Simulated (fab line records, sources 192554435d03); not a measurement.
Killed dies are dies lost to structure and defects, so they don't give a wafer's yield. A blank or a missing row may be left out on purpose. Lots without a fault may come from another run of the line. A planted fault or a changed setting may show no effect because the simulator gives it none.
Chamber matching | flow n5_finfet | N5_HKMG_FIN_ALD_75 on ald_hk-02: 4 sister chambers
The step deposits Al2O3, target thk 1 nm, co reactant pulse time 1 s. 18 wafers are shown with their chamber, then 9 later ones without.

WAFERS WITH THEIR CHAMBER
wafer  | chamber | heater_power_w (W) | precursor_pulse_height_rel
L080.2 | 2       | 166                | 1.002
L080.3 | 3       | 153                | 1.025
L080.5 | 3       | 151                | 1.031
L081.2 | 3       | 153                | 0.998
L081.5 | 1       | 159                | 0.975
L081.6 | 2       | 164                | 0.986
L082.1 | 1       | 159                | 1.011
L082.2 | 3       | 150                | 0.990
L082.3 | 2       | 161                | 0.994
L087.2 | 2       | 161                | 1.015
L087.3 | 1       | 163                | 0.983
L087.6 | 1       | 162                | 1.013
L088.1 | 3       | 150                | 1.038
L088.3 | 0       | 139                | 1.010
L088.4 | 1       | 163                | 0.984
L090.3 | 2       | 161                | 0.976
L090.4 | 3       | 157                | 1.045
L090.6 | 3       | 156                | 1.000

SIGNATURES (means of the wafers above)
reading                    | chamber 0 | chamber 1 | chamber 2 | chamber 3 | scatter within a chamber
heater_power_w             | 139.00    | 161.20    | 162.60    | 152.86    | 2.46
precursor_pulse_height_rel | 1.01000   | 0.99320   | 0.99460   | 1.01814   | 0.0189
Rule: a wafer's distance from a chamber is the root of the sum, over the readings, of the square of ((its reading less the chamber's mean) divided by the reading's scatter). The wafer belongs to the nearest chamber; if the next one is less than 2 further off, it can't be placed. The scatter: the root of (the sum of the squares of (reading less its chamber's mean) over the shown wafers, divided by (wafers less chambers)).

WAFERS WITHOUT THEIR CHAMBER
wafer  | heater_power_w (W) | precursor_pulse_height_rel
L092.1 | 151                | 1.024
L092.4 | 139                | 1.006
L092.6 | 164                | 1.003
L091.2 | 156                | 1.032
L091.4 | 162                | 1.003
L091.5 | 163                | 0.992
L093.1 | 153                | 1.045
L093.2 | 140                | 0.962
L093.6 | 162                | 1.016

WHICH CHAMBER EACH WENT THROUGH
wafer  | from the rows above          | in truth
L092.1 | 3                            | 3
L092.4 | 0                            | 0
L092.6 | can't be placed: 2 or 1      | 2
L091.2 | can't be placed: 3 or 1 or 2 | 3
L091.4 | can't be placed: 2 or 1      | 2
L091.5 | can't be placed: 2 or 1      | 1
L093.1 | 3                            | 3
L093.2 | 0                            | 0
L093.6 | can't be placed: 2 or 1      | 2
Placed correctly: 4 of 9. Can't be placed from these rows: 5 (the true chamber is among the candidates in 5). Placed wrongly: 0.
